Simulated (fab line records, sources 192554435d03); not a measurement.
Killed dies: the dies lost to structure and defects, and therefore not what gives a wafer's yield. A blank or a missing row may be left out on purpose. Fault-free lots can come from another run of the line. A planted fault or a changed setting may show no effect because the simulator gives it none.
Which tool did it? / flow n5Finfet / route of 1938 steps, sampled at 1 step: 9 lots, 27 wafers

WHAT EACH GAUGE READ, for each wafer
N5_BEOL_M4_RC_MEAS_101.
lot=L400; measured=day 9 16:58; on=prober-01; DIBL_N (mV/V)=34.3 37.9 34.6
lot=L401; measured=day 10 01:32; on=prober-01; DIBL_N (mV/V)=38.3 39.5 38.3
lot=L402; measured=day 10 03:59; on=prober-01; DIBL_N (mV/V)=36.7 35.5 35.9
lot=L403; measured=day 10 10:39; on=prober-01; DIBL_N (mV/V)=34.1 36.3 34.5
lot=L404; measured=day 10 16:56; on=prober-02; DIBL_N (mV/V)=35.4 40.4 37.8
lot=L405; measured=day 10 19:24; on=prober-02; DIBL_N (mV/V)=36.7 39.1 36.3
lot=L407; measured=day 11 21:42; on=prober-02; DIBL_N (mV/V)=34.3 37.3 35.8
lot=L415; measured=day 13 22:55; on=prober-02; DIBL_N (mV/V)=32.6 34.8 34.6
lot=L416; measured=day 14 02:04; on=prober-02; DIBL_N (mV/V)=34.9 38.4 34.8

WHAT TOOL EACH LOT RAN ON (gives the tool, then ch and the chambers of the sampled wafers, and finally the start)
Before these readings, the record contains no process step.

THE ANSWER, worked out from the rows above alone
Rule: usual is defined by the lots themselves. Put in order of their means at a reading, lots are off if they are a third of the lots or fewer, leave a main group of 4 or more, and stand apart from it by a gap of 3 or more times the standard deviation of the main group's means; of several such gaps the widest counts. Not used: any main group whose means are identical at the precision the tables above print for the reading. Also off: a lot with no number at a reading for which 4 or more lots have one. The other lots that the step has rows for count as sound.
No lot is off on any of the readings shown, so nothing can be concluded from this.

WHAT WAS PUT IN BY THE SIMULATOR
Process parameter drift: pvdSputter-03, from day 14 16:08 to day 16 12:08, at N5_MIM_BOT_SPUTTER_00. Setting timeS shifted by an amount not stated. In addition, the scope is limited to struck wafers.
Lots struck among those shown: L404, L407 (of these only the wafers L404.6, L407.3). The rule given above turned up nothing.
